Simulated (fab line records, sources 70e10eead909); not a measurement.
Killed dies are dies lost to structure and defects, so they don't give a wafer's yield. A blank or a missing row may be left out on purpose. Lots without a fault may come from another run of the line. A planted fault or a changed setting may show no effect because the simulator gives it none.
A struck lot beside a sound one | flow nand_harc | 14 steps out of a route of 1302
Sound: wafers L571.2, L571.3, L571.6. Struck: wafers L582.2, L582.3, L582.5. The cause comes at the end.
At each step with rows: each side's tool, then ch and its chambers, then its first start. Under that, the readings that differ: sound wafers | struck wafers | difference of the means | sigmas: that difference in standard deviations of wafers without a fault.
alike: readings whose means differ by less than 2 such deviations, and words and numbers that are the same on both sides. not compared: withheld readings, readings that some wafer has no value for, bounds like >300 that may hide the same value, and numbers for which the record gives no deviation and whose values overlap.
The two part at a step that has a row with sigmas, a row that says differs or no value, or rows on one side only. Numbers that don't overlap but have no deviation are shown without sigmas and don't part them. A reading that every wafer of one side lacks parts them only if that side has two wafers or more.

first, 3 steps without rows for these wafers: NHARC_A_CONTACT_ETCH_77 (etches the open film in CF4/CHF3, target depth 108.9 nm, time 54.5 s); NHARC_A_CONTACT_ETCH_78 (etches the open film in O2/COS, target depth 5300 nm, time 1378 s); NHARC_A_CONTACT_ETCH_124 (etches the open film in C4F8/O2/Ar, time 140 s, target depth 700 nm).
NHARC_A_CONTACT_ETCH_125: etches the open film in C4F8/O2/Ar, time 197 s, target depth 1918 nm.
  sound on har_cap_etch-03 ch 0,1, day 22 23:38; struck on har_cap_etch-03 ch 0,1, day 27 17:20
  not compared: rf_hours_counter_h
NHARC_A_CONTACT_ETCH_126: etches the open film in C4F8/O2/Ar, time 197 s, target depth 1918 nm.
  sound on har_cap_etch-03 ch 0,1, day 22 23:49; struck on har_cap_etch-03 ch 0,1, day 27 17:31
  not compared: rf_hours_counter_h
then, 1 step without rows for these wafers: NHARC_A_CONTACT_ETCH_127 (etches the open film in C4F8/O2/Ar, time 197 s, target depth 1918 nm).
NHARC_A_CONTACT_ETCH_128: etches the open film in C4F8/O2/Ar, time 197 s, target depth 1918 nm.
  sound on har_cap_etch-03 ch 0,1, day 23 00:10; struck on har_cap_etch-03 ch 0,1, day 27 17:52
  not compared: rf_hours_counter_h
then, 3 steps without rows for these wafers: NHARC_A_CONTACT_ETCH_129 (etches the open film in C4F8/O2/Ar, time 197 s, target depth 1918 nm); NHARC_A_CONTACT_ETCH_130 (etches the open film in C4F8/O2/Ar, time 197 s, target depth 1918 nm); NHARC_A_CONTACT_ETCH_131 (etches the open film in C4F8/O2/Ar, time 197 s, target depth 1918 nm).
NHARC_A_CONTACT_ETCH_132: etches the open film in C4F8/O2/Ar, time 197 s, target depth 1924 nm.
  sound on har_cap_etch-03 ch 0,1, day 23 00:53; struck on har_cap_etch-03 ch 0,1, day 27 18:34
  not compared: rf_hours_counter_h
NHARC_A_CONTACT_ETCH_133: etches the open film in C4F8/O2/Ar, time 374 s, target depth 1610 nm.
  sound on har_cap_etch-03 ch 0,1, day 23 01:03; struck on har_cap_etch-03 ch 0,1, day 27 18:47
  not compared: rf_hours_counter_h
NHARC_A_CONTACT_ETCH_91: etches the open film in CH3F/O2, target depth 40 nm, time 85.7 s.
  sound on rie_diel-02 ch 2, day 23 01:50; struck on rie_diel-11 ch 0,1,3, day 27 19:32
  reading               | sound          | struck         | difference | sigmas
  oes_product_au (a.u.) | 0.92 0.93 0.91 | 0.73 0.74 0.75 | -0.18      | -5
  alike: bias_w, drypump_motor_current_A, rf_vpp_V, showerhead_plenum_p_Torr, throttle_valve_pct
  not compared: rf_hours_counter_h
then, 1 step without rows for these wafers: NHARC_A_CONTACT_ETCH_97 (etches the open film in C4F6/O2, target depth 20 nm, time 10 s).

WHERE THEY PART
Only at NHARC_A_CONTACT_ETCH_91, within this record.

WHY: what the simulator had put in
Process parameter drift: rie_diel-11, from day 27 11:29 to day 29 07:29, at NHARC_A_CONTACT_ETCH_91. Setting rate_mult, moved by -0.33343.
